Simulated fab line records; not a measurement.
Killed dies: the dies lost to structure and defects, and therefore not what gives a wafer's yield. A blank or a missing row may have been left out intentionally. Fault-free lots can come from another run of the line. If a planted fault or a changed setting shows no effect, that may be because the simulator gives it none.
Chamber matching :: flow n5-finfet :: N5_BEOL_M15_ILD_DEP_00 on pecvd-01: 3 sister chambers
The step deposits SiO2 from TEOS/O2, target thk 1629.3 nm, time 346.1 s. 6 wafers are shown with their chamber, then 7 later ones without.

WAFERS PAIRED WITH THEIR CHAMBERS
wafer: L077.5
chamber: 2
throttle-valve-pct (%): 18.3
heater-power-w (W): 335

wafer: L081.3
chamber: 0
throttle-valve-pct (%): 18.8
heater-power-w (W): 470

wafer: L084.2
chamber: 0
throttle-valve-pct (%): 18.8
heater-power-w (W): 600

wafer: L084.6
chamber: 1
throttle-valve-pct (%): 19.3
heater-power-w (W): 782

wafer: L082.1
chamber: 1
throttle-valve-pct (%): 19.1
heater-power-w (W): 800

wafer: L082.2
chamber: 2
throttle-valve-pct (%): 18.3
heater-power-w (W): 439

WAFERS WITH NO CHAMBER GIVEN
wafer: L082.6
throttle-valve-pct (%): 19.3
heater-power-w (W): 610

wafer: L083.2
throttle-valve-pct (%): 19.3
heater-power-w (W): 631

wafer: L083.4
throttle-valve-pct (%): 18.8
heater-power-w (W): 604

wafer: L083.6
throttle-valve-pct (%): 19.5
heater-power-w (W): 753

wafer: L092.2
throttle-valve-pct (%): 18.8
heater-power-w (W): 478

wafer: L092.4
throttle-valve-pct (%): 18.1
heater-power-w (W): 422

wafer: L092.6
throttle-valve-pct (%): 19.5
heater-power-w (W): 772

WHICH CHAMBER EACH WENT THROUGH
wafer: L082.6
from the rows above: 1
in truth: 1

wafer: L083.2
from the rows above: 1
in truth: 1

wafer: L083.4
from the rows above: 0
in truth: 0

wafer: L083.6
from the rows above: 1
in truth: 1

wafer: L092.2
from the rows above: 0
in truth: 0

wafer: L092.4
from the rows above: 2
in truth: 2

wafer: L092.6
from the rows above: 1
in truth: 1
7 of 7 placed correctly. Left unplaced by these rows: 0. 0 placed wrongly.
How it was worked out, from the rows above alone: a wafer's distance from a chamber is the root of the sum, over the readings, of the square of ((its reading less the chamber's mean) divided by the reading's scatter). The wafer belongs to the nearest chamber; if the next one is less than 2 further off, it can't be placed. Each chamber's mean is taken over the wafers shown for it. The scatter is the square root of a quotient: the sum, over the shown wafers, of each reading's squared deviation from its chamber's mean, divided by wafers minus chambers.
